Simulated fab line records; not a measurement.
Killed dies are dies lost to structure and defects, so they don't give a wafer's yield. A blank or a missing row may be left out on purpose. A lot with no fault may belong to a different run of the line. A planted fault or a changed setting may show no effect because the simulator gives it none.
The tool behind it: which one? / flow n5 finfet / Sampling: 13 lots, 39 wafers, 3 of 1938 route steps

== WHAT EACH GAUGE READ, for each wafer ==
N5_BEOL_M15_RS_MEAS_54: the measuring method here is four-point-probe.
lot=L860; measured=day 13 15:59; on=film metro-02; M15_RS (ohm/sq)=0.0220 0.0218 0.0223
lot=L861; measured=day 13 09:47; on=film metro-02; M15_RS (ohm/sq)=0.0220 0.0216 0.0222
lot=L864; measured=day 13 18:32; on=film metro-01; M15_RS (ohm/sq)=0.0211 0.0216 0.0214
lot=L863; measured=day 13 22:23; on=film metro-01; M15_RS (ohm/sq)=0.0214 0.0216 0.0220
lot=L866; measured=day 14 07:48; on=film metro-02; M15_RS (ohm/sq)=0.0213 0.0213 0.0211
lot=L868; measured=day 15 21:44; on=film metro-02; M15_RS (ohm/sq)=0.0215 0.0217 0.0224
lot=L872; measured=day 16 03:26; on=film metro-01; M15_RS (ohm/sq)=0.0212 0.0218 0.0216
lot=L877; measured=day 17 10:52; on=film metro-02; M15_RS (ohm/sq)=0.0211 0.0217 0.0225
lot=L875; measured=day 17 19:59; on=film metro-01; M15_RS (ohm/sq)=0.0221 0.0227 0.0216
lot=L876; measured=day 17 14:40; on=film metro-02; M15_RS (ohm/sq)=0.0221 0.0217 0.0222
lot=L878; measured=day 18 05:00; on=film metro-02; M15_RS (ohm/sq)=0.0230 0.0223 0.0223
lot=L882; measured=day 19 00:07; on=film metro-02; M15_RS (ohm/sq)=0.0221 0.0215 0.0215
lot=L883; measured=day 19 04:00; on=film metro-02; M15_RS (ohm/sq)=0.0217 0.0218 0.0218

== EACH LOT AND THE TOOL THAT RAN IT (in order: tool; ch and the chambers of the sampled wafers; start) ==
lot=L860; N5_BEOL_M10_ECD_50=ecd cu-01 ch 0,1, day 11 17:40; N5_BEOL_M15_ANNEAL_48=rtp anneal-01 ch 0, day 13 15:17
lot=L861; N5_BEOL_M10_ECD_50=ecd cu-01 ch 0,1, day 11 18:25; N5_BEOL_M15_ANNEAL_48=rtp anneal-01 ch 0, day 13 09:06
lot=L864; N5_BEOL_M10_ECD_50=ecd cu-01 ch 0,1, day 12 01:47; N5_BEOL_M15_ANNEAL_48=rtp anneal-01 ch 0, day 13 17:47
lot=L863; N5_BEOL_M10_ECD_50=ecd cu-02 ch 0,1, day 12 02:08; N5_BEOL_M15_ANNEAL_48=rtp anneal-01 ch 0, day 13 21:42
lot=L866; N5_BEOL_M10_ECD_50=ecd cu-01 ch 1, day 12 15:32; N5_BEOL_M15_ANNEAL_48=rtp anneal-02 ch 0, day 14 07:04
lot=L868; N5_BEOL_M10_ECD_50=ecd cu-01 ch 0,1, day 13 13:13; N5_BEOL_M15_ANNEAL_48=rtp anneal-01 ch 0, day 15 21:05
lot=L872; N5_BEOL_M10_ECD_50=ecd cu-02 ch 0,1, day 14 03:07; N5_BEOL_M15_ANNEAL_48=rtp anneal-02 ch 0, day 16 02:45
lot=L877; N5_BEOL_M10_ECD_50=ecd cu-02 ch 0,1, day 15 21:37; N5_BEOL_M15_ANNEAL_48=rtp anneal-01 ch 0, day 17 10:09
lot=L875; N5_BEOL_M10_ECD_50=ecd cu-01 ch 0,1, day 15 22:09; N5_BEOL_M15_ANNEAL_48=rtp anneal-01 ch 0, day 17 19:15
lot=L876; N5_BEOL_M10_ECD_50=ecd cu-02 ch 0,1, day 15 22:24; N5_BEOL_M15_ANNEAL_48=rtp anneal-01 ch 0, day 17 14:02
lot=L878; N5_BEOL_M10_ECD_50=ecd cu-02 ch 0,1, day 16 07:11; N5_BEOL_M15_ANNEAL_48=rtp anneal-01 ch 0, day 18 04:15
lot=L882; N5_BEOL_M10_ECD_50=ecd cu-02 ch 0, day 17 07:35; N5_BEOL_M15_ANNEAL_48=rtp anneal-02 ch 0, day 18 23:26
lot=L883; N5_BEOL_M10_ECD_50=ecd cu-01 ch 0,1, day 17 10:56; N5_BEOL_M15_ANNEAL_48=rtp anneal-01 ch 0, day 19 03:22
- N5_BEOL_M10_ECD_50: material Cu, target thk 318 nm.
- N5_BEOL_M15_ANNEAL_48: time 90 s.

== AS READ BY THE TOOLS THEMSELVES (means over the sampled wafers that have a number; for cases with no such wafer, the mark the record gives instead) ==
N5_BEOL_M15_ANNEAL_48.
lot=L860; tool=rtp anneal-01; anneal temp c (C)=224.78; wafer_temp_C_max=225.68
lot=L861; tool=rtp anneal-01; anneal temp c (C)=224.99; wafer_temp_C_max=225.89
lot=L864; tool=rtp anneal-01; anneal temp c (C)=224.91; wafer_temp_C_max=225.53
lot=L863; tool=rtp anneal-01; anneal temp c (C)=225.07; wafer_temp_C_max=226.01
lot=L866; tool=rtp anneal-02; anneal temp c (C)=225.01; wafer_temp_C_max=226.05
lot=L868; tool=rtp anneal-01; anneal temp c (C)=224.71; wafer_temp_C_max=225.79
lot=L872; tool=rtp anneal-02; anneal temp c (C)=225.04; wafer_temp_C_max=225.79
lot=L877; tool=rtp anneal-01; anneal temp c (C)=225.14; wafer_temp_C_max=225.53
lot=L875; tool=rtp anneal-01; anneal temp c (C)=225.06; wafer_temp_C_max=225.85
lot=L876; tool=rtp anneal-01; anneal temp c (C)=224.93; wafer_temp_C_max=225.68
lot=L878; tool=rtp anneal-01; anneal temp c (C)=225.01; wafer_temp_C_max=225.91
lot=L882; tool=rtp anneal-02; anneal temp c (C)=225.27; wafer_temp_C_max=226.28
lot=L883; tool=rtp anneal-01; anneal temp c (C)=224.92; wafer_temp_C_max=225.96

== THE ANSWER, worked out from the rows above alone ==
Rule: what is usual is taken from the lots themselves. The widest of any qualifying gaps counts: lots, ordered by their means at a reading, are off when they make up no more than a third of the lots, leave a main group of 4 or more, and stand apart from it by 3 or more times the standard deviation of that group's means. A main group whose means are all the same, to the digits that the tables above print for the reading, isn't used. A lot without any number at a reading at which 4 lots or more have one is off too. All remaining lots with rows at the step are treated as sound. The gauges are gone through in route order, then the tools' own readings, and for those a lot's mean is taken as printed above. At the first step where some lot is off, the reading lying furthest off is the one used; lots without a number count as furthest.
None of the lots is off at any reading shown; this tells nothing.

== WHAT THE SIMULATOR PUT IN ==
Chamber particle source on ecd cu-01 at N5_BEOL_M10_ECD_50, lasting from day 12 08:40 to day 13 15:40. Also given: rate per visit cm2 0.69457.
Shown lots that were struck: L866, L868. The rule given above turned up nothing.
